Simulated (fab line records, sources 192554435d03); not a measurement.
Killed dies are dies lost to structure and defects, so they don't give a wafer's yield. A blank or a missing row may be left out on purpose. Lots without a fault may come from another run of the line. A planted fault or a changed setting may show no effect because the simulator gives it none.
Split-lot experiment | flow n5_finfet | 7 lots, 21 wafers read, on a route of 1938 steps

THE SPLIT
At N5_MOL_CONTACT_COAG_EXPOSE_81 (exposes mask VG, defocus 0 nm), the setting dose_mj was moved away from the recipe's 59.5 on 7 of the 21 wafers read, by -5.7% to +4.3%. The other wafers ran this setting at the recipe's value.

FROM THE SPLIT TO THE READING: what the file shows between them, 2 steps
- N5_MOL_CONTACT_COAG_PEB_82: peb time 60 s
- N5_MOL_CONTACT_COAG_DEVELOP_83: develop time 30 s

THE READING
cd_nm, in nm, at N5_MOL_CONTACT_COAG_CD_MEAS_84 (target cd 25.1 nm). Fault-free wafers of this fab line usually give 25.04 nm, standard deviation 0.23 nm.

wafer  | tool, chamber at the split | dose_mj as run | against the recipe | cd_nm, nm | against lot-mates on the recipe
L078.1 | euv_scanner-01, 0          | 59.5           | recipe             | 25.30     | -
L078.5 | euv_scanner-01, 0          | 59.5           | recipe             | 25.17     | -
L078.6 | euv_scanner-01, 0          | 59.5           | recipe             | 25.29     | -
L084.4 | euv_scanner-02, 0          | 59.5           | recipe             | 24.99     | -
L084.5 | euv_scanner-02, 0          | 59.5           | recipe             | 25.51     | -
L084.6 | euv_scanner-02, 0          | 57.99          | -2.5%              | 24.38     | -0.87
L085.4 | euv_scanner-02, 0          | 59.5           | recipe             | 24.78     | -
L085.5 | euv_scanner-02, 0          | 56.95          | -4.3%              | 24.03     | -1.01
L085.6 | euv_scanner-02, 0          | 59.5           | recipe             | 25.30     | -
L087.3 | euv_scanner-01, 0          | 59.5           | recipe             | 25.08     | -
L087.5 | euv_scanner-01, 0          | 59.5           | recipe             | 25.12     | -
L087.6 | euv_scanner-01, 0          | 60.76          | +2.1%              | 25.34     | +0.24
L089.1 | euv_scanner-02, 0          | 59.5           | recipe             | 25.23     | -
L089.2 | euv_scanner-02, 0          | 56.71          | -4.7%              | 24.38     | -0.77
L089.4 | euv_scanner-02, 0          | 59.5           | recipe             | 25.06     | -
L094.1 | euv_scanner-01, 0          | 62.04          | +4.3%              | 26.23     | +1.15
L094.4 | euv_scanner-01, 0          | 59.5           | recipe             | 25.09     | -
L094.5 | euv_scanner-01, 0          | 59.5           | recipe             | 25.07     | -
L097.1 | euv_scanner-02, 0          | 56.08          | -5.7%              | 23.96     | -0.86
L097.2 | euv_scanner-02, 0          | 56.08          | -5.7%              | 23.73     | -1.09
L097.6 | euv_scanner-02, 0          | 59.5           | recipe             | 24.82     | -

THE FIT
A straight line over all 21 wafers: cd_nm changes by +0.22 nm for each +1% of dose_mj; r = +0.94; the points scatter about the line by 0.2 nm.
The same after taking each lot's own level away (the mean of its wafers on the recipe; 21 wafers): +0.198 nm for each +1%; r = +0.94; scatter 0.19 nm.
On that fit, the largest move of dose_mj shifts the reading by 1.1 nm.
The lots' own levels span 24.820 to 25.253 nm, that is 1.9 times the standard deviation above.
So the lot-to-lot level changes the slope: the two fits differ.
Check: with one of the wafers moved furthest among these (-5.7%) left out of the fit, the line predicts -1.22 nm for it against its lot-mates. It came out at -0.86 nm against them.

OTHER SPLITS ON THESE WAFERS
These wafers also went through other splits before the reading. Each is held against what the fit with the lots' levels taken away leaves over:
other split on the same wafers        | wafers away from the commonest value | r with cd_nm (lot level and that fit taken away)
N5_GATE_CUT_EXPOSE_10 dose_mj         | 8                                    | -0.13
N5_GATE_CUT_ETCH_36 cf4_flow_sccm     | 7                                    | -0.15
N5_MOL_CONTACT_COAG_COAT_58 spin_rpm  | 8                                    | -0.26
N5_MOL_CONTACT_COAG_EXPOSE_05 dose_mj | 3                                    | +0.04

THE FILE'S OWN FIT
cd_nm changes by +0.206 nm for each +1% of dose_mj, r = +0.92.
